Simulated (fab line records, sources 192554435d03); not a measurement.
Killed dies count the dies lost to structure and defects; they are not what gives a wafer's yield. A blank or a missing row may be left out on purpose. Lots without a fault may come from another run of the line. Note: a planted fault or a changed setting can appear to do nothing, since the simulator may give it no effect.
The tool behind it: which one? | flow n5Finfet | 24 lots, 72 wafers sampled, at 6 steps of a route of 1938

WHAT THE GAUGES SHOWED, per wafer
N5_BEOL_M7_OVL_MEAS_29. Usual: V6_OVL -0.3 nm, standard deviation 0.73.
lot  | measured     | on         | V6_OVL (nm)    | flag
L075 | day 10 19:40 | overlay-01 | -0.5 0.0 -0.2  | 
L074 | day 11 22:47 | overlay-01 | -1.2 -1.1 -1.8 | 
L076 | day 11 23:53 | overlay-01 | 0.3 0.7 -0.1   | 
L077 | day 12 10:33 | overlay-02 | 0.0 0.1 0.0    | 
L078 | day 12 18:32 | overlay-02 | -0.9 0.1 0.6   | 
L083 | day 12 22:05 | overlay-01 | -0.6 -0.3 -1.2 | 
L079 | day 13 10:50 | overlay-01 | 0.7 0.2 0.5    | 
L081 | day 13 17:43 | overlay-01 | -1.2 -2.6 -2.7 | 
L084 | day 13 20:46 | overlay-01 | 0.3 0.6 -0.2   | 
L082 | day 14 02:44 | overlay-02 | -0.9 0.2 0.1   | 
L085 | day 14 03:04 | overlay-01 | 0.0 -0.4 -0.5  | 
L080 | day 14 13:00 | overlay-01 | -0.6 -0.1 -1.1 | 
L087 | day 15 01:06 | overlay-01 | -0.1 -0.2 -0.6 | 
L086 | day 15 09:56 | overlay-02 | 0.4 0.6 0.1    | 
L089 | day 15 13:50 | overlay-01 | 0.0 0.1 1.1    | 
L088 | day 15 13:38 | overlay-02 | 0.7 0.4 -0.6   | 
L090 | day 15 13:53 | overlay-02 | -0.7 0.0 -0.2  | 
L093 | day 15 13:47 | overlay-02 | 0.1 0.5 0.5    | 
L092 | day 15 15:53 | overlay-02 | -1.3 -0.6 0.2  | 
L091 | day 16 10:08 | overlay-01 | -1.4 -1.6 -0.6 | 
L094 | day 16 13:36 | overlay-01 | -0.2 -0.7 -0.8 | 
L095 | day 17 06:42 | overlay-01 | 0.8 0.3 0.4    | 
L097 | day 17 08:29 | overlay-01 | -0.5 -0.8 -0.4 | 
L096 | day 17 11:45 | overlay-02 | -0.1 -0.2 0.0  | 

N5_BEOL_M7_INSPECT_58: inspects for defects (darkfield). Usual: rawDefectCount reads 73 (standard deviation 26).
lot  | measured     | on               | rawDefectCount | flag
L075 | day 10 23:02 | defectInspect-02 | 144 113 97     | 
L074 | day 12 02:33 | defectInspect-01 | 64 52 57       | 
L076 | day 12 04:03 | defectInspect-02 | 70 56 74       | 
L077 | day 12 15:10 | defectInspect-01 | 67 65 85       | 
L078 | day 12 23:16 | defectInspect-02 | 66 71 53       | 
L083 | day 13 02:26 | defectInspect-01 | 55 73 111      | 
L079 | day 13 16:02 | defectInspect-01 | 95 46 62       | 
L081 | day 13 21:06 | defectInspect-02 | 37 46 45       | 
L084 | day 14 01:11 | defectInspect-02 | 69 74 81       | 
L082 | day 14 05:49 | defectInspect-02 | 74 46 45       | 
L085 | day 14 06:16 | defectInspect-02 | 61 81 77       | 
L080 | day 14 16:56 | defectInspect-01 | 78 86 66       | 
L087 | day 15 03:52 | defectInspect-02 | 48 47 64       | 
L086 | day 15 14:33 | defectInspect-01 | 104 40 48      | 
L089 | day 15 17:33 | defectInspect-01 | 91 52 79       | 
L088 | day 15 17:28 | defectInspect-01 | 168 87 72      | 
L090 | day 15 17:50 | defectInspect-02 | 62 70 61       | 
L093 | day 15 17:44 | defectInspect-01 | 57 103 69      | 
L092 | day 15 19:05 | defectInspect-01 | 87 83 50       | 
L091 | day 16 15:58 | defectInspect-02 | 44 55 72       | 
L094 | day 16 17:48 | defectInspect-01 | 90 53 94       | 
L095 | day 17 11:04 | defectInspect-02 | 41 46 62       | 
L097 | day 17 12:11 | defectInspect-02 | 58 67 81       | 
L096 | day 17 16:04 | defectInspect-02 | 131 112 123    | 

N5_BEOL_M8_THK_MEAS_01. Usual: M8_ILD_THK 155.0 nm, standard deviation 2.
lot  | measured     | on           | M8_ILD_THK (nm)   | flag
L075 | day 10 23:40 | filmMetro-02 | 155.3 155.0 155.9 | 
L074 | day 12 03:11 | filmMetro-02 | 151.9 151.9 156.7 | 
L076 | day 12 05:08 | filmMetro-02 | 152.7 152.2 155.7 | 
L077 | day 12 15:53 | filmMetro-02 | 155.0 155.6 155.1 | 
L078 | day 13 00:09 | filmMetro-01 | 153.3 154.7 155.7 | 
L083 | day 13 04:29 | filmMetro-02 | 154.4 155.5 156.2 | 
L079 | day 13 16:40 | filmMetro-02 | 154.2 154.2 155.1 | 
L081 | day 13 21:43 | filmMetro-02 | 156.0 156.5 157.8 | 
L084 | day 14 01:48 | filmMetro-02 | 151.7 152.1 155.9 | 
L082 | day 14 06:26 | filmMetro-02 | 153.3 157.2 155.5 | 
L085 | day 14 06:55 | filmMetro-02 | 154.6 153.7 154.7 | 
L080 | day 14 17:32 | filmMetro-01 | 154.6 156.4 156.8 | 
L087 | day 15 04:29 | filmMetro-01 | 151.6 153.6 156.4 | 
L086 | day 15 15:10 | filmMetro-01 | 151.5 155.4 155.7 | 
L089 | day 15 18:10 | filmMetro-02 | 154.5 154.1 157.2 | 
L088 | day 15 18:05 | filmMetro-01 | 151.7 155.1 155.3 | 
L090 | day 15 18:34 | filmMetro-02 | 154.1 157.2 157.8 | 
L093 | day 15 18:22 | filmMetro-01 | 157.0 156.2 160.7 | 
L092 | day 15 19:44 | filmMetro-02 | 155.8 156.3 155.6 | 
L091 | day 16 18:03 | filmMetro-02 | 153.1 152.6 155.5 | 
L094 | day 16 18:25 | filmMetro-01 | 155.7 154.9 157.4 | 
L095 | day 17 12:10 | filmMetro-02 | 155.2 157.8 158.7 | 
L097 | day 17 12:49 | filmMetro-01 | 156.3 157.3 158.6 | 
L096 | day 17 17:11 | filmMetro-02 | 154.9 153.2 156.3 | 

N5_BEOL_M8_CD_MEAS_11 targets a cd of 38.5 nm. Usual: cdNm reads 38.5 nm (standard deviation 0.45).
lot  | measured     | on       | cdNm (nm)      | flag
L075 | day 11 00:34 | cdSem-03 | 38.7 38.7 38.0 | 
L074 | day 12 04:04 | cdSem-02 | 38.0 37.9 38.2 | 
L076 | day 12 08:01 | cdSem-01 | 39.2 38.2 37.9 | 
L077 | day 12 19:46 | cdSem-03 | 38.4 38.3 38.3 | 
L078 | day 13 01:01 | cdSem-01 | 39.1 38.8 38.2 | 
L083 | day 13 07:49 | cdSem-02 | 37.7 37.9 37.9 | 
L079 | day 13 18:23 | cdSem-03 | 38.5 39.2 38.4 | 
L081 | day 13 22:40 | cdSem-02 | 38.0 38.2 38.3 | 
L084 | day 14 03:32 | cdSem-01 | 39.2 39.0 38.4 | 
L082 | day 14 08:21 | cdSem-01 | 38.8 38.7 39.2 | 
L085 | day 14 09:00 | cdSem-01 | 38.8 38.0 38.4 | 
L080 | day 14 20:04 | cdSem-02 | 38.2 38.3 38.5 | 
L087 | day 15 06:40 | cdSem-03 | 38.4 39.3 39.1 | 
L086 | day 15 16:46 | cdSem-01 | 38.0 38.5 38.3 | 
L089 | day 15 19:11 | cdSem-03 | 39.7 39.9 39.2 | 
L088 | day 15 19:01 | cdSem-03 | 38.3 38.1 38.0 | 
L090 | day 15 19:31 | cdSem-02 | 38.5 38.4 38.6 | 
L093 | day 15 19:21 | cdSem-02 | 38.7 38.4 38.2 | 
L092 | day 15 22:08 | cdSem-01 | 38.1 38.1 38.2 | 
L091 | day 16 20:03 | cdSem-02 | 38.5 38.2 38.1 | 
L094 | day 16 20:16 | cdSem-02 | 38.4 38.3 37.9 | 
L095 | day 17 13:27 | cdSem-02 | 38.4 38.6 38.1 | 
L097 | day 17 14:20 | cdSem-01 | 39.3 39.3 38.6 | 
L096 | day 17 19:56 | cdSem-02 | 37.7 38.4 38.6 | 

EACH LOT AND THE TOOL THAT RAN IT (in order: tool; ch and the chambers of the sampled wafers; start)
lot  | N5_BEOL_M7_STRIP_67               | N5_BEOL_M7_TRENCH_ETCH_37
L075 | rieDiel-06 ch 2,3, day 10 17:43   | rieDiel-06 ch 2,3, day 10 23:02 or earlier
L074 | rieDiel-02 ch 1,2,3, day 11 18:26 | rieDiel-06 ch 0,1,2, day 12 02:33 or earlier
L076 | rieDiel-05 ch 1,2,3, day 11 23:10 | rieDiel-02 ch 0,2,3, day 12 04:03 or earlier
L077 | rieDiel-06 ch 0,1,2, day 12 08:16 | rieDiel-02 ch 2,3, day 12 15:10 or earlier
L078 | rieDiel-05 ch 1,2,3, day 12 14:53 | rieDiel-02 ch 0,3, day 12 23:16 or earlier
L083 | rieDiel-06 ch 0,1, day 12 20:03   | rieDiel-02 ch 0,3, day 13 02:26 or earlier
L079 | rieDiel-05 ch 0,2,3, day 13 08:53 | rieDiel-02 ch 2,3, day 13 16:02 or earlier
L081 | rieDiel-05 ch 0,3, day 13 15:15   | rieDiel-05 ch 0,2,3, day 13 21:06 or earlier
L084 | rieDiel-02 ch 0,2,3, day 13 19:23 | rieDiel-02 ch 0,2,3, day 14 01:11 or earlier
L082 | rieDiel-06 ch 0,3, day 14 01:56   | rieDiel-06 ch 0,3, day 14 05:49 or earlier
L085 | rieDiel-02 ch 0,3, day 14 02:01   | rieDiel-05 ch 0,2,3, day 14 06:16 or earlier
L080 | rieDiel-06 ch 0,1,2, day 14 09:22 | rieDiel-02 ch 0,2,3, day 14 16:56 or earlier
L087 | rieDiel-02 ch 0,2, day 14 20:17   | rieDiel-05 ch 1,2,3, day 15 03:52 or earlier
L086 | rieDiel-05 ch 1,3, day 15 07:47   | rieDiel-06 ch 0,2, day 15 14:33 or earlier
L089 | rieDiel-05 ch 0,1, day 15 11:29   | rieDiel-02 ch 0,1,2, day 15 17:33 or earlier
L088 | rieDiel-02 ch 2,3, day 15 11:50   | rieDiel-02 ch 0,2,3, day 15 17:28 or earlier
L090 | rieDiel-06 ch 1,2,3, day 15 11:56 | rieDiel-05 ch 1,2, day 15 17:50 or earlier
L093 | rieDiel-06 ch 0,1,3, day 15 12:23 | rieDiel-05 ch 0,1,2, day 15 17:44 or earlier
L092 | rieDiel-06 ch 2,3, day 15 15:02   | rieDiel-06 ch 2,3, day 15 19:05 or earlier
L091 | rieDiel-06 ch 0,1,2, day 16 09:34 | rieDiel-06 ch 0,1,3, day 16 15:58 or earlier
L094 | rieDiel-06 ch 1,3, day 16 11:31   | rieDiel-06 ch 0,1, day 16 17:48 or earlier
L095 | rieDiel-06 ch 2,3, day 17 05:13   | rieDiel-02 ch 2,3, day 17 11:04 or earlier
L097 | rieDiel-05 ch 0,3, day 17 07:55   | rieDiel-05 ch 2,3, day 17 12:11 or earlier
L096 | rieDiel-02 ch 2,3, day 17 11:04   | rieDiel-02 ch 0,3, day 17 16:04 or earlier
- N5_BEOL_M7_STRIP_67: strips in CF4.
- N5_BEOL_M7_TRENCH_ETCH_37: etches SiCOH lowk in C4F6/O2, target depth 93.478 nm, time 31.2 s.

WHAT THE TOOLS THEMSELVES READ (means of the sampled wafers that have a number; where no wafer has one, the mark that the record gives instead)
N5_BEOL_M7_STRIP_67. Usual: drypumpMotorCurrentA 5.7 A, standard deviation 0.33; oesProductAu 0.81 a.u., standard deviation 0.097; powerW 300.1 W, standard deviation 0.83; rfVppV 270.8 V, standard deviation 1.8; showerheadPlenumPTorr 1.78 Torr, standard deviation 0.069; throttleValvePct 13.60 %, standard deviation 0.25.
lot  | tool       | drypumpMotorCurrentA (A) | oesProductAu (a.u.) | powerW (W) | rfVppV (V) | showerheadPlenumPTorr (Torr) | throttleValvePct (%) | flag
L075 | rieDiel-06 | 5.8                      | 0.69                | 299.4      | 269.7      | 1.75                         | 13.95                | 
L074 | rieDiel-02 | 5.7                      | 0.81                | 300.0      | 270.7      | 1.79                         | 13.44                | 
L076 | rieDiel-05 | 5.4                      | 0.80                | 300.4      | 270.5      | 1.78                         | 13.73                | 
L077 | rieDiel-06 | 5.8                      | 0.76                | 300.0      | 269.2      | 1.72                         | 13.68                | 
L078 | rieDiel-05 | 5.4                      | 0.80                | 300.6      | 270.4      | 1.78                         | 13.75                | 
L083 | rieDiel-06 | 5.7                      | 0.83                | 299.5      | 270.0      | 1.74                         | 13.66                | 
L079 | rieDiel-05 | 5.6                      | 0.86                | 299.3      | 270.9      | 1.77                         | 13.70                | 
L081 | rieDiel-05 | 5.8                      | 0.92                | 299.2      | 273.1      | 1.81                         | 13.53                | 
L084 | rieDiel-02 | 5.5                      | 0.74                | 299.9      | 270.9      | 1.79                         | 13.51                | 
L082 | rieDiel-06 | 5.8                      | 0.68                | 300.2      | 269.3      | 1.74                         | 14.08                | 
L085 | rieDiel-02 | 5.1                      | 0.73                | 300.8      | 270.9      | 1.79                         | 13.55                | 
L080 | rieDiel-06 | 5.9                      | 0.84                | 300.3      | 271.6      | 1.79                         | 13.52                | 
L087 | rieDiel-02 | 5.4                      | 0.72                | 300.8      | 271.4      | 1.85                         | 13.49                | 
L086 | rieDiel-05 | 5.6                      | 0.83                | 299.4      | 272.7      | 1.81                         | 13.60                | 
L089 | rieDiel-05 | 5.6                      | 0.77                | 299.5      | 270.7      | 1.78                         | 13.62                | 
L088 | rieDiel-02 | 5.5                      | 0.74                | 300.0      | 269.7      | 1.72                         | 13.56                | 
L090 | rieDiel-06 | 5.8                      | 0.92                | 300.9      | 272.1      | 1.80                         | 13.44                | 
L093 | rieDiel-06 | 5.7                      | 0.85                | 299.8      | 270.5      | 1.74                         | 13.71                | 
L092 | rieDiel-06 | 6.0                      | 0.93                | 300.6      | 271.7      | 1.85                         | 13.28                | 
L091 | rieDiel-06 | 5.8                      | 0.81                | 300.6      | 271.1      | 1.78                         | 13.56                | 
L094 | rieDiel-06 | 5.6                      | 0.87                | 299.8      | 271.0      | 1.75                         | 13.62                | 
L095 | rieDiel-06 | 6.0                      | 0.91                | 300.1      | 272.8      | 1.85                         | 13.30                | 
L097 | rieDiel-05 | 5.8                      | 0.87                | 300.5      | 270.7      | 1.77                         | 13.56                | 
L096 | rieDiel-02 | 5.8                      | 0.72                | 300.5      | 271.2      | 1.78                         | 13.54                | 

N5_BEOL_M7_TRENCH_ETCH_37. Usual: drypumpMotorCurrentA 5.6 A, standard deviation 0.36; oes_f_703_au 0.78 a.u., standard deviation 0.086; oes_o_777_au 0.78 a.u., standard deviation 0.085; oesProductAu 0.79 a.u., standard deviation 0.09; rfVppV 666 V, standard deviation 8.9; showerheadPlenumPTorr 2.82 Torr, standard deviation 0.12; throttleValvePct 20.94 %, standard deviation 0.24.
lot  | tool       | drypumpMotorCurrentA (A) | oes_f_703_au (a.u.) | oes_o_777_au (a.u.) | oesProductAu (a.u.) | rfVppV (V) | showerheadPlenumPTorr (Torr) | throttleValvePct (%) | flag
L075 | rieDiel-06 | 6.0                      | 0.68                | 0.68                | 0.67                | 665        | 2.74                         | 21.05                | 
L074 | rieDiel-06 | 5.9                      | 0.76                | 0.75                | 0.75                | 660        | 2.73                         | 21.01                | 
L076 | rieDiel-02 | 5.4                      | 0.75                | 0.75                | 0.75                | 671        | 2.85                         | 20.76                | 
L077 | rieDiel-02 | 5.5                      | 0.76                | 0.76                | 0.77                | 663        | 2.74                         | 20.82                | 
L078 | rieDiel-02 | 5.2                      | 0.76                | 0.76                | 0.76                | 662        | 2.74                         | 20.85                | 
L083 | rieDiel-02 | 5.2                      | 0.76                | 0.75                | 0.76                | 662        | 2.74                         | 20.86                | 
L079 | rieDiel-02 | 5.5                      | 0.75                | 0.75                | 0.76                | 663        | 2.74                         | 20.82                | 
L081 | rieDiel-05 | 5.6                      | 0.85                | 0.85                | 0.86                | 668        | 2.81                         | 21.18                | 
L084 | rieDiel-02 | 5.5                      | 0.74                | 0.74                | 0.75                | 671        | 2.84                         | 20.78                | 
L082 | rieDiel-06 | 5.8                      | 0.68                | 0.69                | 0.69                | 665        | 2.74                         | 21.28                | 
L085 | rieDiel-05 | 5.6                      | 0.84                | 0.84                | 0.85                | 667        | 2.81                         | 21.18                | 
L080 | rieDiel-02 | 5.5                      | 0.73                | 0.73                | 0.74                | 670        | 2.84                         | 20.78                | 
L087 | rieDiel-05 | 5.4                      | 0.78                | 0.78                | 0.78                | 661        | 2.81                         | 21.12                | 
L086 | rieDiel-06 | 5.9                      | 0.77                | 0.77                | 0.77                | 667        | 2.81                         | 20.97                | 
L089 | rieDiel-02 | 5.7                      | 0.77                | 0.76                | 0.77                | 673        | 2.93                         | 20.77                | 
L088 | rieDiel-02 | 5.4                      | 0.73                | 0.73                | 0.73                | 670        | 2.84                         | 20.78                | 
L090 | rieDiel-05 | 5.3                      | 0.72                | 0.72                | 0.71                | 656        | 2.78                         | 21.03                | 
L093 | rieDiel-05 | 5.5                      | 0.77                | 0.77                | 0.77                | 663        | 2.77                         | 21.11                | 
L092 | rieDiel-06 | 5.8                      | 0.95                | 0.95                | 0.96                | 670        | 2.87                         | 20.90                | 
L091 | rieDiel-06 | 5.7                      | 0.82                | 0.81                | 0.83                | 662        | 2.76                         | 21.14                | 
L094 | rieDiel-06 | 5.7                      | 0.79                | 0.78                | 0.78                | 657        | 2.75                         | 21.10                | 
L095 | rieDiel-02 | 5.4                      | 0.74                | 0.73                | 0.73                | 662        | 2.73                         | 20.85                | 
L097 | rieDiel-05 | 5.4                      | 0.77                | 0.76                | 0.76                | 660        | 2.77                         | 21.35                | 
L096 | rieDiel-02 | 5.1                      | 0.73                | 0.73                | 0.73                | 662        | 2.72                         | 20.90                | 

THE ANSWER, worked out from the rows above alone
Rule: a lot counts as off when the mean over its wafers that have a number is more than 3 standard deviations away from the usual mean. Also off: a lot with no number at a reading for which 4 or more lots have one. All remaining lots with rows at the step are treated as sound. The gauges are gone through in route order, then the tools' own readings, and for those a lot's mean is taken as printed above. At the first step where some lot is off, the reading lying furthest off is the one used; lots without a number count as furthest.
No lot is off at any reading shown: from this, nothing can be told.

WHAT HAD BEEN PUT IN BY THE SIMULATOR
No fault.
